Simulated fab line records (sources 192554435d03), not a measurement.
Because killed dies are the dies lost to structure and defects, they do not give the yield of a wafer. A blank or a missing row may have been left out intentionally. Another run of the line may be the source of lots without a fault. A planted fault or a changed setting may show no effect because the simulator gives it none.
Problem report in the 8D (eight disciplines) form, filled by code | flow n5Finfet | the parts of the form that need people (team, actions taken, sign-off) are left out

## 1. WHAT WENT WRONG
M1_THK at N5_BEOL_M1_THK_MEAS_53 reads a mean of 166.7 nm on 1 wafer of 1 lot; wafers without a fault read 40.2 nm with a standard deviation of 1.7. Relative to the usual mean, that is a shift of +74 standard deviations.
The step: measures by xrf.
First seen on wafer L228.3, day 10 05:32, on filmMetro-01. At this step, 27 wafers from 9 lots have a number in the record. Rule for "out" (also "out of limits"): further than 4 standard deviations from the usual mean. The rest of the wafers with a number are treated as sound.

## 2. WHAT IT IS; WHAT IT IS NOT
question                    | is                | is not
which readings at this step | M1_THK            | -
which lots                  | L228              | L213, L218, L223, L225, L226, L227, L229, L236
which wafers of those lots  | L228.3            | L228.1, L228.5
read on which gauges        | filmMetro-01      | filmMetro-02
when                        | from day 10 05:32 | up to then (20 sound wafers); but 6 sound wafers of L229, L236 came after

## 3. WHAT RULES OUT EACH SUSPECT
Counting: any tool at a process step up to the reading remains a suspect provided it ran every lot that is out. Sound lots after the first of them don't rule it out here, since some wafers of a struck lot are sound.
- the gauge at N5_BEOL_M1_THK_MEAS_53 is ruled out. All the wafers that are out were read on filmMetro-01, but those of them that N5_BEOL_M1_CMP_52 has rows for are out there too, on other tools.
- pvdSputter-02 at N5_BEOL_M1_ANNEAL_89 (time 240 s): kept. L228, the lot that is out, went through it at day 10 03:43; up to then, the latest sound lot through it was L227 at day 10 00:53.
- pvdSputter-02 at N5_BEOL_M1_SPUTTER_92 (material Cu, target thk 4.5 nm, time 8.29 s): kept. L228, the lot that is out, went through it at day 10 04:04; up to then, the latest sound lot through it was L227 at day 10 01:14.
- cmp-03 at N5_BEOL_M1_CMP_52 (polishes, stops on SiOC, t overpolish 6.8 s, target thk 40 nm): kept. L228, the lot that is out, went through it at day 10 05:19; up to then, the latest sound lot through it was L225 at day 10 02:24. Its own readings are out on those wafers: barrierFieldEndpointS, overpolishRunS, timeToEndpointS.
- Within cmp-03 at N5_BEOL_M1_CMP_52: the wafers that are out ran in chamber 1; their sound lot-mates ran in chambers 0, 3.
Left after counting: pvdSputter-02 at N5_BEOL_M1_ANNEAL_89, pvdSputter-02 at N5_BEOL_M1_SPUTTER_92, cmp-03 at N5_BEOL_M1_CMP_52.

## 4. THE CAUSE (what the simulator had put in)
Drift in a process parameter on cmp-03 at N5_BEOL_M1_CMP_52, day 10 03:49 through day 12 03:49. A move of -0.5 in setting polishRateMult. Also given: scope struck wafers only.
Counting left 3 suspects, and this tool is among them.

## 5. THE CHAIN OF EFFECTS, in route order
Each row: a reading whose mean over the struck wafers that have a number lies more than 3 standard deviations from the usual. Only readings for which the record gives a usual standard deviation are gone through. hours: the time from each lot's start at the first step in this table that gives one to its start at this step, as a median over the lots. sigmas: the change in usual standard deviations.
hours | step                    | reading               | usual   | on struck wafers | change | sigmas
0     | N5_BEOL_M1_CMP_52       | barrierFieldEndpointS | 25.1 s  | 41.3             | +16.2  | +28
0     | N5_BEOL_M1_CMP_52       | overpolishRunS        | 6.800 s | 0.046            | -6.754 | -99 or more
0     | N5_BEOL_M1_CMP_52       | timeToEndpointS       | 63.6 s  | 81.1             | +17.5  | +6.2
0     | N5_BEOL_M1_THK_MEAS_53  | M1_THK                | 40.2 nm | 166.7            | +126.5 | +74
1     | N5_BEOL_M1_INSPECT_59   | rawDefectCount        | 69      | 1569             | +1500  | +68
134   | N5_PASSIVATION_PROBE_49 | defectLimitedYield    | 91.5 %  | 0.0              | -91.5  | -65
134   | N5_PASSIVATION_PROBE_49 | killed_at_M0_to_M3    | 32      | 1128             | +1096  | +99 or more
134   | N5_PASSIVATION_PROBE_49 | killedDies            | 100     | 1180             | +1080  | +64
134   | N5_PASSIVATION_PROBE_49 | killedOnRim           | 14      | 152              | +138   | +34
134   | N5_PASSIVATION_PROBE_49 | sortNPass             | 1080    | 0                | -1080  | -64
134   | N5_PASSIVATION_PROBE_49 | sortYieldPct          | 91.5 %  | 0.0              | -91.5  | -65
Process steps it contains:
- N5_BEOL_M1_CMP_52: polishes, stops on SiOC, t overpolish 6.8 s, target thk 40 nm.
- N5_PASSIVATION_PROBE_49

## 6. HOW IT WOULD HAVE BEEN CAUGHT EARLIER
In this record the first reading out of limits at a measuring or inspecting step was taken at day 10 05:32, 2 hours after the fault began at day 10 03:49.
Tool's own readings at N5_BEOL_M1_CMP_52, barrierFieldEndpointS, overpolishRunS, timeToEndpointS: out on all struck wafers the step has rows for; an alarm limit on them would have tripped on the first.
Each of the lots that are out, 1 in all, had begun N5_BEOL_M1_CMP_52 on cmp-03 no later than day 10 05:32. A hold on the tool at that time would have spared none of them.
